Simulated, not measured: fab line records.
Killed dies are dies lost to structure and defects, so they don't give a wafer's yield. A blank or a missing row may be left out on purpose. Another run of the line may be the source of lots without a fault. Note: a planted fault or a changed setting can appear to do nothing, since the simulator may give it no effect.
fab line records + flow nandHarc
record:
- lots: 14
- wafers: 42
- lastDay: 33
route steps=1302 shown P_CONTACT@244 P_M0@263
lots that met no fault: from a run of the same line without faults
startH: hours from the record's opening day to when the first of the lot's shown wafers began + waitH: hours since the lot's step before + " as in the row above + L1.1+2: one row covering several wafers at once + - either no value or no given start + * or withheld: withheld + < > ~ a bound
route shown NAME@n: a module of which the file shows steps, and the number in the route of the first + usual: mean and standard deviation over wafers with no fault + same: alike in all rows + chamber/n: place in a boat + sites: readings site by site + _std_site: the values' standard deviation + _edge_site: inner sites' mean taken away from outer sites' mean + radiusMm: how far each site lies from the wafer's centre + mask NAME#n: copy n + behind: tool/chamber where the wafer was last shaped + hold: cause of the lot's hold/its duration in hours/its outcome + device: whichever transistor did not switch (one of n, p or np) + end of line: at the end of the route, the tests of the same wafers + where a step has no rows: the recipe by itself + killed: dies that structure and defects cost at the first sort, which is not the same as the wafer's yield + map: a wafer's dies, marking killed ones x, the rest . and places with no die _
set.NAME: the setting that was run; set.NAME@STEP: the one run at that earlier step + model.NAME: the simulator's own value behind a step, which no gauge read
steps of the route over a sample of lots; a table a step, a row a wafer
services: from which hour (startH, from the record's first day; less than 0 if before it) a tool's chamber was out of use, for how many hours, and why
== steps ==
step: NHARC_P_CONTACT_DEGAS_38
recipe:
- tempC: 300
- timeS: 60
usual:
- heaterPowerW: 445/42
| lot.wafer | tool          | chamber | startH | waitH | heaterPowerW |
|-----------|---------------|---------|--------|-------|--------------|
| L143.3    | pvdSputter-03 | -       | 123.11 | -     | 393          |
| L143.1    | "             | -       | "      | "     | 584          |
| L143.4    | "             | -       | "      | "     | 421          |
| L144.2    | pvdSputter-01 | -       | 132.77 | -     | 441          |
| L144.3    | "             | -       | "      | "     | 489          |
| L144.6    | "             | -       | "      | "     | 447          |
| L145.2    | pvdSputter-02 | -       | 146.71 | -     | 404          |
| L145.3    | "             | -       | "      | "     | 409          |
| L145.5    | "             | -       | "      | "     | 411          |
| L152.1    | pvdSputter-02 | -       | 217.17 | -     | 405          |
| L152.6    | "             | -       | "      | "     | 393          |
| L152.5    | "             | -       | "      | "     | 411          |
| L153.1    | pvdSputter-03 | -       | 225.64 | -     | 533          |
| L153.2    | "             | -       | "      | "     | 484          |
| L153.3    | "             | -       | "      | "     | 395          |
| L154.4    | pvdSputter-03 | -       | 232.25 | -     | 389          |
| L154.1    | "             | -       | "      | "     | 459          |
| L154.6    | "             | -       | "      | "     | 537          |
| L159.1    | pvdSputter-01 | -       | 273.22 | -     | 447          |
| L159.6    | "             | -       | "      | "     | 462          |
| L159.5    | "             | -       | "      | "     | 503          |
| L160.2    | pvdSputter-03 | -       | 285.32 | -     | 420          |
| L160.6    | "             | -       | "      | "     | 415          |
| L160.5    | "             | -       | "      | "     | 473          |
| L161.2    | pvdSputter-03 | -       | 302.07 | -     | 472          |
| L161.3    | "             | -       | "      | "     | 400          |
| L161.4    | "             | -       | "      | "     | 531          |
| L162.1    | pvdSputter-02 | -       | 305.91 | -     | 385          |
| L162.2    | "             | -       | "      | "     | 420          |
| L162.5    | "             | -       | "      | "     | 387          |
| L163.3    | pvdSputter-01 | -       | 315.10 | -     | 453          |
| L163.2    | "             | -       | "      | "     | 496          |
| L163.5    | "             | -       | "      | "     | 453          |
| L164.2    | pvdSputter-01 | -       | 339.57 | -     | 489          |
| L164.1    | "             | -       | "      | "     | 448          |
| L164.3    | "             | -       | "      | "     | 456          |
| L165.1    | pvdSputter-01 | -       | 344.74 | -     | 462          |
| L165.4    | "             | -       | "      | "     | 496          |
| L165.2    | "             | -       | "      | "     | 448          |
| L166.4    | pvdSputter-02 | -       | 351.16 | -     | 427          |
| L166.2    | "             | -       | "      | "     | 432          |
| L166.6    | "             | -       | "      | "     | 450          |
step: NHARC_P_CONTACT_PVD_32
recipe:
- targetThkA: 50
- chamberPressurePa: 5
- powerW: 5000
- substrateTempC: 200
- timeS: 17.7
- material: Ti
usual:
- throttleValvePct: 30.1/0.96
| lot.wafer | tool          | chamber | startH | waitH | throttleValvePct |
|-----------|---------------|---------|--------|-------|------------------|
| L143.3    | pvdSputter-03 | -       | -      | -     | 29.0             |
| L143.1    | "             | -       | "      | "     | 29.5             |
| L143.4    | "             | -       | "      | "     | 29.9             |
| L144.3    | pvdSputter-01 | -       | -      | -     | 28.0             |
| L144.2    | "             | -       | "      | "     | 30.6             |
| L144.6    | "             | -       | "      | "     | 28.1             |
| L145.2    | pvdSputter-02 | -       | -      | -     | 29.7             |
| L145.3    | "             | -       | "      | "     | 29.5             |
| L145.5    | "             | -       | "      | "     | 31.4             |
| L152.1    | pvdSputter-02 | -       | -      | -     | 30.9             |
| L152.5    | "             | -       | "      | "     | 29.8             |
| L152.6    | "             | -       | "      | "     | 30.8             |
| L153.2    | pvdSputter-03 | -       | -      | -     | 30.6             |
| L153.3    | "             | -       | "      | "     | 30.1             |
| L153.1    | "             | -       | "      | "     | 28.2             |
| L154.1    | pvdSputter-03 | -       | -      | -     | 30.2             |
| L154.4    | "             | -       | "      | "     | 29.6             |
| L154.6    | "             | -       | "      | "     | 30.1             |
| L159.1    | pvdSputter-01 | -       | -      | -     | 29.5             |
| L159.5    | "             | -       | "      | "     | 30.6             |
| L159.6    | "             | -       | "      | "     | 28.8             |
| L160.2    | pvdSputter-03 | -       | -      | -     | 30.2             |
| L160.5    | "             | -       | "      | "     | 28.1             |
| L160.6    | "             | -       | "      | "     | 30.6             |
| L161.4    | pvdSputter-03 | -       | -      | -     | 29.6             |
| L161.2    | "             | -       | "      | "     | 28.1             |
| L161.3    | "             | -       | "      | "     | 30.6             |
| L162.2    | pvdSputter-02 | -       | -      | -     | 29.4             |
| L162.1    | "             | -       | "      | "     | 30.7             |
| L162.5    | "             | -       | "      | "     | 31.9             |
| L163.3    | pvdSputter-01 | -       | -      | -     | 28.5             |
| L163.2    | "             | -       | "      | "     | 29.6             |
| L163.5    | "             | -       | "      | "     | 30.4             |
| L164.3    | pvdSputter-01 | -       | -      | -     | 30.2             |
| L164.1    | "             | -       | "      | "     | 28.8             |
| L164.2    | "             | -       | "      | "     | 29.7             |
| L165.4    | pvdSputter-01 | -       | -      | -     | 29.4             |
| L165.1    | "             | -       | "      | "     | 30.3             |
| L165.2    | "             | -       | "      | "     | 28.9             |
| L166.4    | pvdSputter-02 | -       | -      | -     | 32.1             |
| L166.2    | "             | -       | "      | "     | 30.8             |
| L166.6    | "             | -       | "      | "     | 31.7             |
step: NHARC_P_M0_CD_MEAS_09
recipe:
- targetCdNm: 90
- landingEnergyEv: 500
usual:
- cdNm: 89.9/0.6
| lot.wafer | tool     | chamber | startH | waitH | cdNm |
|-----------|----------|---------|--------|-------|------|
| L143.1    | cdSem-03 | 0       | 125.50 | -     | 89.3 |
| L143.3    | "        | 0       | "      | "     | 89.5 |
| L143.4    | "        | 0       | "      | "     | 89.2 |
| L144.2    | cdSem-01 | 0       | 135.16 | -     | 89.7 |
| L144.3    | "        | 0       | "      | "     | 90.1 |
| L144.6    | "        | 0       | "      | "     | 89.1 |
| L145.2    | cdSem-01 | 0       | 149.29 | -     | 90.6 |
| L145.3    | "        | 0       | "      | "     | 89.4 |
| L145.5    | "        | 0       | "      | "     | 89.9 |
| L152.1    | cdSem-01 | 0       | 219.44 | -     | 90.0 |
| L152.5    | "        | 0       | "      | "     | 89.2 |
| L152.6    | "        | 0       | "      | "     | 89.8 |
| L153.1    | cdSem-01 | 0       | 228.04 | -     | 89.5 |
| L153.2    | "        | 0       | "      | "     | 89.5 |
| L153.3    | "        | 0       | "      | "     | 90.8 |
| L154.1    | cdSem-03 | 0       | 235.19 | -     | 89.2 |
| L154.4    | "        | 0       | "      | "     | 90.0 |
| L154.6    | "        | 0       | "      | "     | 89.3 |
| L159.1    | cdSem-02 | 0       | 275.55 | -     | 89.6 |
| L159.5    | "        | 0       | "      | "     | 90.3 |
| L159.6    | "        | 0       | "      | "     | 90.1 |
| L160.2    | cdSem-03 | 0       | 287.72 | -     | 89.2 |
| L160.5    | "        | 0       | "      | "     | 88.9 |
| L160.6    | "        | 0       | "      | "     | 89.5 |
| L161.2    | cdSem-02 | 0       | 304.37 | -     | 89.6 |
| L161.3    | "        | 0       | "      | "     | 89.6 |
| L161.4    | "        | 0       | "      | "     | 90.1 |
| L162.1    | cdSem-03 | 0       | 308.33 | -     | 90.7 |
| L162.2    | "        | 0       | "      | "     | 89.8 |
| L162.5    | "        | 0       | "      | "     | 89.7 |
| L163.2    | cdSem-01 | 0       | 318.04 | -     | 89.9 |
| L163.3    | "        | 0       | "      | "     | 90.2 |
| L163.5    | "        | 0       | "      | "     | 91.0 |
| L164.1    | cdSem-02 | 0       | 341.97 | -     | 90.9 |
| L164.2    | "        | 0       | "      | "     | 90.3 |
| L164.3    | "        | 0       | "      | "     | 90.0 |
| L165.1    | cdSem-03 | 0       | 347.00 | -     | 90.9 |
| L165.2    | "        | 0       | "      | "     | 89.7 |
| L165.4    | "        | 0       | "      | "     | 90.4 |
| L166.2    | cdSem-02 | 0       | 353.55 | -     | 90.0 |
| L166.4    | "        | 0       | "      | "     | 89.0 |
| L166.6    | "        | 0       | "      | "     | 89.8 |
step: NHARC_P_M0_ETCH_15
recipe:
- targetDepthA: 1500
- overetchA: 150
- timeS: 82.5
- c4f8FlowSccm: withheld
- arFlowSccm: 400
- rfW: 600
- biasW: 300
- chemistry: C4F8/Ar
usual:
- biasW: 300.0/0.91
- oesProductAu: 0.955/0.023
- rfVppV: 439.8/2.5
- runLengthS: 103.8/0.46
| lot.wafer | tool       | chamber | startH | waitH | biasW | oesProductAu | rfHoursCounterH | rfVppV | runLengthS |
|-----------|------------|---------|--------|-------|-------|--------------|-----------------|--------|------------|
| L143.4    | rieDiel-04 | 3       | 125.86 | -     | 299.7 | 0.929        | 30              | 443.3  | 104.1      |
| L143.1    | "          | 0       | "      | "     | 299.5 | 0.921        | 38              | 445.3  | 103.4      |
| L143.3    | "          | 1       | "      | "     | 300.8 | 0.934        | 41              | 441.0  | 103.7      |
| L144.2    | rieDiel-04 | 2       | 135.56 | -     | 300.0 | 0.934        | 33              | 440.2  | 104.3      |
| L144.3    | "          | 0       | "      | "     | 298.8 | 0.919        | 42              | 447.1  | 103.5      |
| L144.6    | "          | 2       | "      | "     | 301.0 | 0.925        | -               | 439.0  | 104.5      |
| L145.2    | rieDiel-13 | 3       | 149.65 | -     | 300.0 | 0.970        | 29              | 440.6  | 103.2      |
| L145.3    | "          | 1       | "      | "     | 299.3 | 0.965        | 26              | 438.0  | 104.2      |
| L145.5    | "          | 3       | "      | "     | 300.2 | 0.981        | -               | 440.0  | 103.5      |
| L152.1    | rieDiel-13 | 0       | 220.36 | -     | -     | 0.954        | 9               | 438.5  | 92.3       |
| L152.6    | "          | 2       | "      | "     | 300.1 | 0.949        | -               | 436.8  | 103.1      |
| L152.5    | "          | 3       | "      | "     | 299.6 | 0.965        | -               | 440.1  | 102.9      |
| L153.1    | rieDiel-13 | 1       | 228.40 | -     | 298.7 | 0.952        | 11              | 437.5  | 104.5      |
| L153.2    | "          | 2       | "      | "     | 300.3 | 0.976        | 11              | 438.5  | 103.2      |
| L153.3    | "          | 0       | "      | "     | -     | 0.971        | 11              | 435.9  | 92.3       |
| L154.1    | rieDiel-08 | 3       | 235.55 | -     | 300.9 | 0.955        | 12              | 440.9  | 103.9      |
| L154.4    | "          | 0       | "      | "     | 299.8 | 0.989        | 12              | 436.5  | 104.4      |
| L154.6    | "          | 3       | "      | "     | 300.9 | 0.965        | -               | 438.9  | 103.5      |
| L159.1    | rieDiel-04 | 1       | 275.92 | -     | 301.4 | 0.984        | 29              | 439.8  | 103.4      |
| L159.5    | "          | 0       | "      | "     | 298.1 | 0.950        | -               | 444.1  | 103.4      |
| L159.6    | "          | 1       | "      | "     | 299.2 | 0.984        | -               | 441.0  | 103.6      |
| L160.2    | rieDiel-04 | 2       | 288.14 | -     | 299.8 | 0.928        | 32              | 439.6  | 104.2      |
| L160.6    | "          | 0       | "      | "     | 300.0 | 0.911        | -               | 446.0  | 103.8      |
| L160.5    | "          | 1       | "      | "     | 299.7 | 0.933        | -               | 440.3  | 103.5      |
| L161.3    | rieDiel-13 | 1       | 304.73 | -     | 298.6 | 0.956        | 22              | 438.5  | 104.2      |
| L161.2    | "          | 2       | "      | "     | 300.0 | 0.959        | 24              | 439.1  | 103.3      |
| L161.4    | "          | 0       | "      | "     | 300.8 | 0.954        | 21              | 436.0  | 104.1      |
| L162.2    | rieDiel-04 | 1       | 308.69 | -     | 300.0 | 0.934        | 40              | 441.4  | 103.5      |
| L162.1    | "          | 3       | "      | "     | 300.0 | 0.928        | 39              | 442.5  | 103.9      |
| L162.5    | "          | 1       | "      | "     | 299.5 | 0.928        | -               | 438.5  | 104.0      |
| L163.3    | rieDiel-08 | 2       | 318.41 | -     | 302.1 | 0.966        | 38              | 439.7  | 103.2      |
| L163.2    | "          | 3       | "      | "     | 300.2 | 0.970        | 34              | 439.1  | 103.7      |
| L163.5    | "          | 1       | "      | "     | 300.8 | 0.951        | -               | 442.5  | 103.7      |
| L164.1    | rieDiel-04 | 2       | 342.33 | -     | 299.6 | 0.923        | 48              | 440.8  | 104.5      |
| L164.2    | "          | 3       | "      | "     | 301.8 | 0.916        | 47              | 441.9  | 103.9      |
| L164.3    | "          | 0       | "      | "     | 300.7 | 0.911        | 46              | 444.5  | 103.9      |
| L165.1    | rieDiel-08 | 3       | 347.37 | -     | 300.6 | 0.920        | 38              | 439.3  | 103.8      |
| L165.4    | "          | 0       | "      | "     | 300.5 | 0.922        | 38              | 436.8  | 104.3      |
| L165.2    | "          | 1       | "      | "     | 301.3 | 0.909        | 43              | 441.7  | 103.5      |
| L166.2    | rieDiel-08 | 2       | 353.92 | -     | 300.3 | 0.963        | 44              | 439.5  | 103.1      |
| L166.4    | "          | 3       | "      | "     | 299.7 | 0.962        | 38              | 439.9  | 103.6      |
| L166.6    | "          | 0       | "      | "     | 300.2 | 0.986        | -               | 436.9  | 104.3      |
== services ==
| tool          | chamber | startH | hours | kind   |
|---------------|---------|--------|-------|--------|
| pvdSputter-02 | -       | 104.05 | 10.0  | pm     |
| rieDiel-04    | 0       | 108.49 | -     | clean  |
| rieDiel-04    | 1       | 108.49 | -     | clean  |
| rieDiel-04    | 2       | 108.49 | -     | clean  |
| rieDiel-04    | 2       | 117.62 | 6.3   | repair |
| rieDiel-13    | 0       | 117.99 | 1.9   | repair |
| rieDiel-13    | 1       | 155.61 | 11.6  | repair |
| pvdSputter-01 | -       | 157.41 | 1.7   | repair |
| rieDiel-13    | -       | 165.11 | 9.0   | pm     |
| rieDiel-04    | 1       | 169.83 | 4.1   | repair |
| pvdSputter-03 | -       | 173.99 | 10.0  | pm     |
| pvdSputter-02 | -       | 175.04 | 1.8   | repair |
| rieDiel-04    | -       | 177.92 | 9.0   | pm     |
| rieDiel-08    | -       | 190.85 | 9.0   | pm     |
| rieDiel-13    | 3       | 212.55 | 5.3   | repair |
| rieDiel-08    | -       | 226.94 | 1.6   | repair |
| pvdSputter-01 | -       | 229.43 | 10.0  | pm     |
| rieDiel-08    | 3       | 258.95 | 2.8   | repair |
| rieDiel-04    | 2       | 263.66 | 9.2   | repair |
| pvdSputter-02 | -       | 282.05 | 10.0  | pm     |
| pvdSputter-02 | -       | 333.77 | 1.0   | repair |
| rieDiel-13    | -       | 342.28 | 9.0   | pm     |
| rieDiel-04    | -       | 343.48 | 0.7   | repair |
| pvdSputter-03 | -       | 352.02 | 10.0  | pm     |
== key ==
firstSign:
- step: NHARC_P_M0_ETCH_15
- reading: runLengthS
- direction: down
- sigmas: 25
- usual: *
- struck: *
effect none on later readings
metAt NHARC_P_M0_ETCH_15
struckLots L152,L153
struckWafers L152.1,L153.3
laterRowsLeftOut L152.1,L153.3
sortLeftOut L152.1,L153.3
notActingAt NHARC_P_CONTACT_DEGAS_38,NHARC_P_CONTACT_PVD_32,NHARC_P_M0_CD_MEAS_09
fault:
- kind: processParameterDrift
- tool: rieDiel-13
- chamber: 0
- onsetH: 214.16
- steps: NHARC_P_M0_ETCH_15
- channel: timeS
- offset: *
- shape: step
- endH: 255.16
- actsIn: *
- stated: *
sortLeftOut: the simulated sort isn't trusted on such a fault, so these wafers' sort isn't shown, and their yield isn't known
laterRowsLeftOut: the simulator's readings of these wafers behind a module that went badly wrong aren't trusted and aren't shown, but for the sort
